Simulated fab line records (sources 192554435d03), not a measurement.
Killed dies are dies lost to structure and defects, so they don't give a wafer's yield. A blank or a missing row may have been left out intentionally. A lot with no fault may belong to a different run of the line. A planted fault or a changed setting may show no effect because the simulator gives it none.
What tool caused it? -- flow n5-finfet -- Sampling: 11 lots, 32 wafers, 2 of 1938 route steps

## WHAT THE GAUGES SHOWED, per wafer
N5_PASSIVATION_OVL_MEAS_63. Usual: PAD_OVL gives 1 nm (standard deviation 5).
lot,measured,on,PAD_OVL (nm),flag
L473,day 12 02:53,overlay-02,-2 -1,
L474,day 12 06:40,overlay-02,0 5 2,
L475,day 12 02:44,overlay-01,-2 3 1,
L476,day 12 13:57,overlay-01,-4 -6 -1,
L480,day 13 19:56,overlay-02,-1 1 2,
L482,day 14 22:34,overlay-01,2 -2 4,
L483,day 14 23:11,overlay-01,1 -2 2,
L485,day 14 19:59,overlay-01,-2 7 3,
L486,day 15 13:56,overlay-02,8 -1 10,
L490,day 16 15:47,overlay-01,-3 -2 3,
L495,day 19 00:44,overlay-01,-2 3 1,

## EACH LOT AND THE TOOL THAT RAN IT (in order: tool; ch and the chambers of the sampled wafers; start)
lot,N5_GATE_CUT_ETCH_19
L473,"rie-diel-04 ch 0,3, day 4 19:22"
L474,"rie-diel-01 ch 0,1,3, day 5 00:55"
L475,"rie-diel-01 ch 0,1,3, day 5 04:34"
L476,"rie-diel-03 ch 0,2, day 5 06:53"
L480,"rie-diel-04 ch 1,2,3, day 6 07:02"
L482,"rie-diel-04 ch 2,3, day 6 16:31"
L483,"rie-diel-03 ch 1,2,3, day 6 22:38"
L485,"rie-diel-04 ch 1,2,3, day 7 13:17"
L486,"rie-diel-04 ch 0,3, day 7 18:29"
L490,"rie-diel-04 ch 0,1,2, day 8 19:39"
L495,"rie-diel-01 ch 1,2,3, day 10 01:00"
- N5_GATE_CUT_ETCH_19: etches SiNx in CH3F/O2, target depth 53.7 nm, time 76.7 s.

## WHAT THE TOOLS THEMSELVES READ (means of the sampled wafers that have a number; where no wafer has one, the mark that the record gives instead)
N5_GATE_CUT_ETCH_19. Usual: CH3F_flow_sccm 30.00 sccm, standard deviation 0.094; drypump-motor-current-A 5.8 A, standard deviation 0.62; etch-rf-on-time-s 76.7 s, standard deviation 1.4; oes-product-au 0.69 a.u., standard deviation 0.087; rf-vpp-V 300 V, standard deviation 6.3; showerhead-plenum-p-Torr 1.99 Torr, standard deviation 0.055; throttle-valve-pct 16.4 %, standard deviation 0.31.
lot,tool,CH3F_flow_sccm (sccm),drypump-motor-current-A (A),etch-rf-on-time-s (s),oes-product-au (a.u.),rf-vpp-V (V),showerhead-plenum-p-Torr (Torr),throttle-valve-pct (%),flag
L473,rie-diel-04,30.04,6.2,75.5,0.62,300,1.99,16.8,
L474,rie-diel-01,30.01,5.4,76.0,0.74,294,2.00,16.3,
L475,rie-diel-01,29.98,5.5,76.2,0.74,295,2.00,16.3,
L476,rie-diel-03,30.11,5.2,76.1,0.71,301,1.99,16.1,
L480,rie-diel-04,29.93,6.3,77.3,0.70,307,2.00,16.5,
L482,rie-diel-04,29.99,6.0,77.2,0.74,310,2.02,16.5,
L483,rie-diel-03,30.04,5.7,78.2,0.62,305,2.00,16.4,
L485,rie-diel-04,29.94,6.3,78.0,0.68,306,2.00,16.5,
L486,rie-diel-04,29.90,6.3,78.0,0.60,301,1.96,16.7,
L490,rie-diel-04,29.87,6.0,77.3,0.66,304,2.05,16.6,
L495,rie-diel-01,30.09,5.9,75.9,0.71,295,1.96,16.2,

## THE ANSWER, worked out from the rows above alone
Rule: a lot is off if the mean of its wafers that have a number lies more than 3 standard deviations from the usual mean. Also off: a lot with no number at a reading for which 4 or more lots have one. All remaining lots with rows at the step are treated as sound. After the gauges, taken in route order, come the tools' own readings; for these a lot's mean is taken, as printed above. The first step at which some lot is off is used, and at that step the reading that is off furthest; a lot without a number counts as furthest.
None of the lots is off at any reading shown; this tells nothing.

## WHAT WAS PUT IN BY THE SIMULATOR
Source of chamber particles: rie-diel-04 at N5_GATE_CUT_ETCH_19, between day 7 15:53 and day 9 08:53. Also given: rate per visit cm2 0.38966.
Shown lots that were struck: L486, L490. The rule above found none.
